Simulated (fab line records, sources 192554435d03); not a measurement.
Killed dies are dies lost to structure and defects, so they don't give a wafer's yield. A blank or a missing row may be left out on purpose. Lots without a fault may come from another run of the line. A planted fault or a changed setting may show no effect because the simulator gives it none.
One fault seen from 3 desks | flow n5_finfet | each desk has only its own numbers; what lay behind them comes last

THE DEFECT DESK
What the inspections along the route counted, lot by lot: means of the sampled wafers that have a number. A lot is out of limits, marked OUT, if its mean lies more than 4 standard deviations from the usual mean; the brackets give that distance.
Columns: A = raw_defect_count at N5_SD_EPI_N_INSPECT_11, usual 2.2
lot  | first seen here | A
L356 | day 3 23:56     | 4.0
L361 | day 5 07:20     | 3.0
L367 | day 6 20:21     | 2.3
L368 | day 6 23:53     | 3.3
L369 | day 7 07:31     | 1.7
L375 | day 8 21:26     | 1.5
This desk's finding: nothing out of limits on any of the 6 lots.

THE TOOL OWNER'S DESK: rie_diel-04
The tool's own readings at N5_SD_EPI_N_ETCHBACK_44 (etches SiNx in CH3F/O2, stops on SiO2, target depth 14.5 nm): means of the sampled wafers that have a number, for each lot that ran on this tool. A lot is out of limits, marked OUT, if its mean lies more than 4 standard deviations from the usual mean; the brackets give that distance.
Columns: A = drypump_motor_current_A at N5_SD_EPI_N_ETCHBACK_44, usual 5.7 A; B = oes_product_au at N5_SD_EPI_N_ETCHBACK_44, usual 0.65 a.u.; C = rf_vpp_V at N5_SD_EPI_N_ETCHBACK_44, usual 299 V; D = showerhead_plenum_p_Torr at N5_SD_EPI_N_ETCHBACK_44, usual 2.03 Torr; E = throttle_valve_pct at N5_SD_EPI_N_ETCHBACK_44, usual 16.40 %
lot  | first seen here | A   | B    | C   | D    | E
L356 | day 4 00:23     | 5.5 | 0.66 | 285 | 2.03 | 16.49
L367 | day 6 20:49     | 5.5 | 0.63 | 305 | 2.07 | 16.51
L369 | day 7 07:58     | 5.6 | 0.67 | 298 | 2.06 | 16.45
This desk's finding: nothing out of limits on any of the 3 lots.

THE METROLOGY DESK
What the gauges read, lot by lot, whatever tool the lot ran on: means of the sampled wafers that have a number. A lot is out of limits, marked OUT, if its mean lies more than 4 standard deviations from the usual mean; the brackets give that distance. Of its 12 readings 7 are shown: those that lie furthest out on some lot.
Columns: A = cd_nm at N5_SD_EPI_N_CD_MEAS_09, usual 119.7 nm; B = SD_N_BLK_OVL at N5_SD_EPI_N_OVL_MEAS_10, usual 0.6 nm; C = DIBL_N at N5_BEOL_M4_RC_MEAS_101, usual 36.1 mV/V; D = IOFF_N at N5_BEOL_M4_RC_MEAS_101, usual 0.16 nA/um; E = ION_N at N5_BEOL_M4_RC_MEAS_101, usual 678 uA/um; F = SS_N at N5_BEOL_M4_RC_MEAS_101, usual 71.4 mV/dec; G = VT_P at N5_BEOL_M4_RC_MEAS_101, usual -250.0 mV
lot  | first seen here | A     | B    | C    | D    | E   | F    | G
L356 | day 3 23:53     | 120.4 | 0.1  | 37.9 | 0.17 | 682 | 71.9 | -250.7
L361 | day 5 07:17     | 120.8 | -0.5 | 36.8 | 0.17 | 666 | 71.8 | -247.9
L367 | day 6 20:17     | 119.5 | 1.2  | 36.9 | 0.19 | 695 | 71.3 | -249.0
L368 | day 6 23:50     | 120.2 | 1.3  | 35.2 | 0.15 | 677 | 71.0 | -254.1
L369 | day 7 07:28     | 120.2 | -0.2 | 34.9 | 0.15 | 669 | 71.0 | -249.7
L375 | day 8 21:22     | 121.1 | 1.4  | 33.5 | 0.12 | 668 | 70.4 | -250.8
This desk's finding: nothing out of limits on any of the 6 lots.

PUT TOGETHER
The defect desk saw nothing out of limits.
The tool owner's desk saw nothing out of limits.
The metrology desk saw nothing out of limits.

WHAT THE SIMULATOR HAD PUT IN
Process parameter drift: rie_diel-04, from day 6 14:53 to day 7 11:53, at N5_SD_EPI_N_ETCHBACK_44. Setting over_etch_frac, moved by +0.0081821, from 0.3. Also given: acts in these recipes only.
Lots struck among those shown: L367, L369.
